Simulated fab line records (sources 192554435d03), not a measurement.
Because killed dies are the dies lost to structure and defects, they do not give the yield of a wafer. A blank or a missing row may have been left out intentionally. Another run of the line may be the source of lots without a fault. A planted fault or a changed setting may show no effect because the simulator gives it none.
Chamber matching ; flow n5Finfet ; 4 sister chambers for N5_SDB_ETCH_17 on rieDiel-05
The step etches SiARC in CF4, target depth 23.4 nm, time 39 s. 4 wafers are shown with their chamber, then 10 later ones without.

## EACH WAFER AND ITS CHAMBER
wafer;chamber;showerheadPlenumPTorr (Torr)
L080.3;0;2.19
L081.4;3;2.22
L083.2;2;2.20
L083.3;1;2.03

## WAFERS WHOSE CHAMBER IS MISSING
wafer;showerheadPlenumPTorr (Torr)
L083.4;2.03
L088.2;2.18
L088.5;2.20
L088.6;2.21
L093.1;2.21
L093.4;2.28
L093.5;2.21
L096.3;2.18
L096.4;2.28
L096.6;2.19

## WHICH CHAMBER EACH ONE RAN IN
wafer;from the rows above;in truth
L083.4;1;1
L088.2;can't be placed: 0 or 2 or 3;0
L088.5;can't be placed: 2 or 0 or 3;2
L088.6;can't be placed: 2 or 3 or 0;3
L093.1;can't be placed: 2 or 3 or 0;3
L093.4;can't be placed: 3 or 2 or 0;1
L093.5;can't be placed: 2 or 3 or 0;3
L096.3;can't be placed: 0 or 2 or 3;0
L096.4;can't be placed: 3 or 2 or 0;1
L096.6;can't be placed: 0 or 2 or 3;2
Placed correctly: 1 of 10. These rows do not allow placing 9 (true chamber among the candidates in 7). Wrongly placed: 0.
How it was worked out, from the rows above alone: a wafer's distance from a chamber is the root of the sum, over the readings, of the square of ((its reading less the chamber's mean) divided by the reading's scatter). If the next closest chamber is less than 2 further off than the closest, the wafer can't be placed; otherwise it belongs to the closest. A chamber's mean is the mean of its shown wafers. The scatter (one wafer shown for each chamber): square how far every hidden wafer sits from the nearest shown wafer, average those squares and take the square root.
